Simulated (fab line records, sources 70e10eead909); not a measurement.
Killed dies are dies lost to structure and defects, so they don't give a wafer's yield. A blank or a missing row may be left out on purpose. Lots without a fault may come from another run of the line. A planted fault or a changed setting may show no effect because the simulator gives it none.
A struck lot beside a sound one | flow nand_harc | 14 steps out of a route of 1159
Sound: wafers L475.1, L475.5, L475.6. Struck: wafers L483.1, L483.4. (L483.3 of the same lot was not struck and is left out.) The cause comes at the end.
At each step with rows: each side's tool, then ch and its chambers, then its first start. Under that, the readings that differ: sound wafers | struck wafers | difference of the means | sigmas: that difference in standard deviations of wafers without a fault.
alike: readings whose means differ by less than 2 such deviations, and words and numbers that are the same on both sides. not compared: withheld readings, readings that some wafer has no value for, bounds like >300 that may hide the same value, and numbers for which the record gives no deviation and whose values overlap.
The two part at a step that has a row with sigmas, a row that says differs or no value, or rows on one side only. Numbers that don't overlap but have no deviation are shown without sigmas and don't part them. A reading that every wafer of one side lacks parts them only if that side has two wafers or more.

first, 8 steps without rows for these wafers: NHARC_THIN_TSV_DEHYDRATE_25 (time 120 s); NHARC_THIN_TSV_HMDS_26 (time 30 s); NHARC_THIN_TSV_COAT_27; NHARC_THIN_TSV_SOFTBAKE_28 (time 95 s); NHARC_THIN_TSV_EBR_29; NHARC_THIN_TSV_EXPOSE_30 (exposes mask PAD); NHARC_THIN_TSV_PEB_31 (peb time 85 s); NHARC_THIN_TSV_DEVELOP_32 (time 70 s).
NHARC_THIN_TSV_CD_MEAS_33: target cd 5000 nm.
  sound on cd_sem-02 ch 0, day 21 01:41; struck on cd_sem-02 ch 0, day 23 09:12
  alike: cd_nm
then, 1 step without rows for these wafers: NHARC_THIN_TSV_HARDBAKE_34 (time 80 s).
NHARC_THIN_TSV_DESCUM_35: chemistry O2, time 3 s.
  sound on rie_diel-07 ch 1,2, day 21 01:51; struck on rie_diel-06 ch 0,3, day 23 09:22
  reading                         | sound          | struck    | difference | sigmas
  showerhead_plenum_p_Torr (Torr) | 2.05 2.05 1.95 | 1.90 1.81 | -0.16      | -2
  alike: drypump_motor_current_A, oes_product_au, rf_vpp_V, throttle_valve_pct
  not compared: rf_hours_counter_h
NHARC_THIN_TSV_ETCH_59: etches the open film in Cl2/BCl3, target depth 880 nm, time 138.1 s.
  sound on rie_metal-02 ch 0,1, day 21 01:58; struck on rie_metal-03 ch 1, day 23 09:31
  alike: drypump_motor_current_A, mfc_cl2_sccm, oes_product_au, throttle_valve_pct
  not compared: rf_hours_counter_h
NHARC_THIN_TSV_ETCH_36: etches the open film in Cl2/BCl3, target depth 65 nm, time 18.571 s.
  sound on rie_metal-02 ch 0,1, day 21 02:14; struck on rie_metal-03 ch 1, day 23 09:45
  reading               | sound             | struck      | difference | sigmas
  oes_product_au (a.u.) | 1.006 1.012 0.990 | 0.856 0.858 | -0.146     | -20
  alike: drypump_motor_current_A
  not compared: rf_hours_counter_h
NHARC_THIN_TSV_STRIP_56: strips in O2.
  sound on plasma_asher-02 ch 0,1, day 21 02:20; struck on plasma_asher-01 ch 0,1, day 23 09:51
  alike: drypump_motor_current_A, heater_power_w
  not compared: rf_hours_counter_h

WHERE THEY PART
First at NHARC_THIN_TSV_DESCUM_35; last, within this record, at NHARC_THIN_TSV_ETCH_36. Later steps at which nothing parts them and some readings are alike: NHARC_THIN_TSV_STRIP_56.

WHY: what the simulator had put in
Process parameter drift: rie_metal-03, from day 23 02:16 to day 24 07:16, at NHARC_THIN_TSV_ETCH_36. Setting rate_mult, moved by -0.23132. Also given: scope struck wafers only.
